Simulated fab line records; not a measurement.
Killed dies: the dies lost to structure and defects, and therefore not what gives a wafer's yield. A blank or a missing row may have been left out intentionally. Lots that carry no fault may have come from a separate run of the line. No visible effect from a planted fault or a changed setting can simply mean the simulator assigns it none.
Chamber matching | flow nand-harc | NHARC_A_CHANNEL_FILL_D2_ALD_02 on ald-hk-04 has 4 sister chambers
The step deposits SiO2, target thk 6 nm, pulse time 10 s, ald cycles 60. 7 wafers are shown with their chamber, then 10 later ones without.

WAFERS PAIRED WITH THEIR CHAMBERS
wafer  | chamber | heater-power-w (W) | precursor-pulse-height-rel
L080.1 | 2       | 511                | 0.997
L080.6 | 1       | 488                | 1.006
L090.3 | 3       | 425                | 0.991
L090.4 | 1       | 468                | 0.956
L090.5 | 0       | 550                | 1.023
L092.1 | 3       | 414                | 0.982
L092.4 | 0       | 546                | 1.000

WAFERS MISSING THEIR CHAMBER
wafer  | heater-power-w (W) | precursor-pulse-height-rel
L092.5 | 465                | 1.034
L094.2 | 538                | 1.014
L094.3 | 476                | 0.983
L094.5 | 547                | 0.986
L095.3 | 549                | 1.026
L095.4 | 527                | 0.976
L095.5 | 437                | 1.009
L096.1 | 418                | 0.997
L096.3 | 472                | 0.991
L096.5 | 467                | 1.002

CHAMBER TAKEN BY EACH
wafer  | from the rows above     | in truth
L092.5 | 1                       | 1
L094.2 | can't be placed: 0 or 2 | 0
L094.3 | 1                       | 1
L094.5 | 0                       | 0
L095.3 | 0                       | 0
L095.4 | can't be placed: 2 or 0 | 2
L095.5 | 3                       | 3
L096.1 | 3                       | 3
L096.3 | 1                       | 1
L096.5 | 1                       | 1
Correctly placed: 8 of 10. From these rows, 2 cannot be placed; in 2 the true chamber is one of the candidates. 0 placed wrongly.
How it was worked out, from the rows above alone: a wafer's distance from a chamber is the root of the sum, over the readings, of the square of ((its reading less the chamber's mean) divided by the reading's scatter). If the next closest chamber is less than 2 further off than the closest, the wafer can't be placed; otherwise it belongs to the closest. A chamber's mean is the mean of its shown wafers. The scatter: the root of (the sum of the squares of (reading less its chamber's mean) over the shown wafers, divided by (wafers less chambers)).
